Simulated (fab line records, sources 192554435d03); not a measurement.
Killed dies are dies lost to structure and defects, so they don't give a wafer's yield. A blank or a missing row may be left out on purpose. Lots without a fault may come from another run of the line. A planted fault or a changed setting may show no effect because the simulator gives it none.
A struck lot beside a sound one | flow n5_finfet | 16 steps out of a route of 1938
Sound: wafers L376.3, L376.5, L376.6. Struck: wafers L384.1, L384.3, L384.5. The cause comes at the end.
At each step with rows: each side's tool, then ch and its chambers, then its first start. Under that, the readings that differ: sound wafers | struck wafers | difference of the means | sigmas: that difference in standard deviations of wafers without a fault.
alike: readings whose means differ by less than 2 such deviations, and words and numbers that are the same on both sides. not compared: withheld readings, readings that some wafer has no value for, bounds like >300 that may hide the same value, and numbers for which the record gives no deviation and whose values overlap.
The two part at a step that has a row with sigmas, a row that says differs or no value, or rows on one side only. Numbers that don't overlap but have no deviation are shown without sigmas and don't part them. A reading that every wafer of one side lacks parts them only if that side has two wafers or more.

first, 1 step without rows for these wafers: N5_BEOL_M4_SRD_43 (time 30 s).
N5_BEOL_M4_CD_MEAS_35: target cd 18 nm, target cd y 22.4 nm.
  sound on cd_sem-03, day 8 11:23; struck on cd_sem-03, day 10 07:16
  alike: cd_nm
N5_BEOL_M4_DEGAS_44: time 60 s.
  sound on pvd_sputter-01, day 8 11:35; struck on pvd_sputter-01, day 10 07:34
  alike: heater_power_w
then, 1 step without rows for these wafers: N5_BEOL_M4_PRE_CLEAN_45 (time 30 s).
N5_BEOL_M4_ALD_84: deposits TaN, pulse time 2 s, purge time 3 s, co reactant purge time 2 s.
  sound on ald_metal-03 ch 1,2, day 8 11:41; struck on ald_metal-02 ch 1,3, day 10 07:49
  alike: heater_power_w, mfc_carrier_sccm
then, 2 steps without rows for these wafers: N5_BEOL_M4_SURFACE_TREAT_85; N5_BEOL_M4_CVD_47 (deposits Co from CCTBA/H2, target thk 3 nm, time 223.8 s).
N5_BEOL_M4_SPUTTER_48: material Cu, target thk 4.5 nm, time 8.29 s.
  sound on pvd_sputter-03, day 8 12:15; struck on pvd_sputter-02, day 10 08:42
  alike: throttle_valve_pct
N5_BEOL_M4_ANNEAL_49: time 240 s.
  sound on pvd_sputter-03, day 8 12:20; struck on pvd_sputter-02, day 10 08:47
  alike: heater_power_w, susceptor_temp_C
then, 3 steps without rows for these wafers: N5_BEOL_M4_SPUTTER_79 (material Cu, target thk 4.5 nm, time 8.29 s); N5_BEOL_M4_ANNEAL_80 (time 240 s); N5_BEOL_M4_SPUTTER_81 (material Cu, target thk 4.5 nm, time 8.29 s).
N5_BEOL_M4_ANNEAL_82: time 240 s.
  sound on pvd_sputter-03, day 8 12:46; struck on pvd_sputter-02, day 10 14:31
  no value came back on the struck wafers for heater_power_w (W), susceptor_temp_C (C); on the sound wafers heater_power_w (W) reads 860 802 873
N5_BEOL_M4_SPUTTER_86: material Cu, target thk 4.5 nm, time 8.29 s.
  sound on pvd_sputter-03, day 8 12:55; struck on pvd_sputter-02, day 10 14:39
  alike: throttle_valve_pct
N5_BEOL_M4_RC_MEAS_101:
  sound on prober-02 ch 0, day 8 15:25; struck on prober-02 ch 0, day 10 17:20
  alike: DIBL_N, DIBL_P, IOFF_N, IOFF_P, ION_N, ION_P, SS_N, SS_P, VT_N, VT_P
-- the record jumps here: 5 days lie between the struck wafers' starts before and after (it left off in module BEOL_M4 and takes up again in module PASSIVATION, whose first step shown is number 1936 of the route) --
N5_PASSIVATION_PROBE_49:
  sound on prober-01, day 13 04:18; struck on prober-01, day 15 11:18
  alike: defect_limited_yield, killed_at_M0_to_M3, killed_at_M4_up, killed_at_contacts, killed_at_front_end, killed_at_other, killed_dies, killed_open, killed_short, sort_bin_5_function, sort_bin_6_memory, sort_bin_8_speed, sort_n_pass, sort_yield_pct

WHERE THEY PART
Only at N5_BEOL_M4_ANNEAL_82, within this record. Later steps at which nothing parts them and some readings are alike: N5_BEOL_M4_SPUTTER_86, N5_BEOL_M4_RC_MEAS_101, N5_PASSIVATION_PROBE_49.

WHY: what the simulator had put in
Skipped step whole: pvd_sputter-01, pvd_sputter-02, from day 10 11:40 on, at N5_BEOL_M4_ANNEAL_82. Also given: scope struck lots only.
